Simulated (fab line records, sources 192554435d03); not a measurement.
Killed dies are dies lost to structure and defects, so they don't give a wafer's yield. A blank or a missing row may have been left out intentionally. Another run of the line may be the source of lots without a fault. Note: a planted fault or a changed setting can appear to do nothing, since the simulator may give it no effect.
Matching of chambers    flow n5 finfet    N5_ZERO_LAYER_PECVD_02 on pecvd-04: 3 sister chambers
The step deposits SiO2 from SiH4/N2O, target thk 10 nm, time 6 s. 14 wafers are shown with their chamber, then 6 later ones without.

## EACH WAFER AND ITS CHAMBER
wafer   chamber  showerhead plenum p Torr (Torr)  heater power w (W)  rf fwd power W (W)
L800.2  1        8.24                             829                 272.8
L800.3  0        7.97                             729                 271.3
L800.4  1        8.24                             840                 273.6
L801.3  0        7.98                             675                 271.4
L801.5  0        7.96                             653                 271.7
L804.3  0        8.00                             754                 271.2
L804.5  0        7.98                             755                 271.8
L804.6  1        8.25                             703                 271.6
L807.1  0        7.99                             756                 273.9
L807.2  2        8.10                             954                 272.4
L807.3  1        8.23                             801                 271.8
L808.1  1        8.25                             730                 272.7
L808.3  0        7.97                             796                 271.6
L808.6  1        8.25                             711                 272.6

SIGNATURES (averages over the wafers above)
reading                   chamber 0  chamber 1  chamber 2  scatter within a chamber
showerhead plenum p Torr  7.9786     8.2433     8.1000     0.0114
heater power w            731.14     769.00     954.00     55.7
rf fwd power W            271.843    272.517    272.400    0.846
Rule: for each reading, subtract the chamber's mean from the wafer's reading, divide by that reading's scatter and square the result; add these up over the readings and take the root, which gives the wafer's distance from the chamber. The wafer belongs to the nearest chamber; if the next one is less than 2 further off, it can't be placed. The scatter is the square root of a quotient: the sum, over the shown wafers, of each reading's squared deviation from its chamber's mean, divided by wafers minus chambers.

## WAFERS WITH NO CHAMBER GIVEN
wafer   showerhead plenum p Torr (Torr)  heater power w (W)  rf fwd power W (W)
L809.2  8.28                             801                 272.7
L809.5  8.27                             794                 273.9
L809.6  7.99                             724                 272.9
L812.1  7.99                             684                 271.7
L812.3  8.14                             912                 273.5
L812.4  8.11                             897                 272.3

## WHICH CHAMBER EACH ONE RAN IN
wafer   from the rows above  in truth
L809.2  1                    1
L809.5  1                    1
L809.6  0                    0
L812.1  0                    0
L812.3  2                    2
L812.4  2                    2
6 of 6 placed correctly. From these rows, 0 cannot be placed. Wrongly placed: 0.
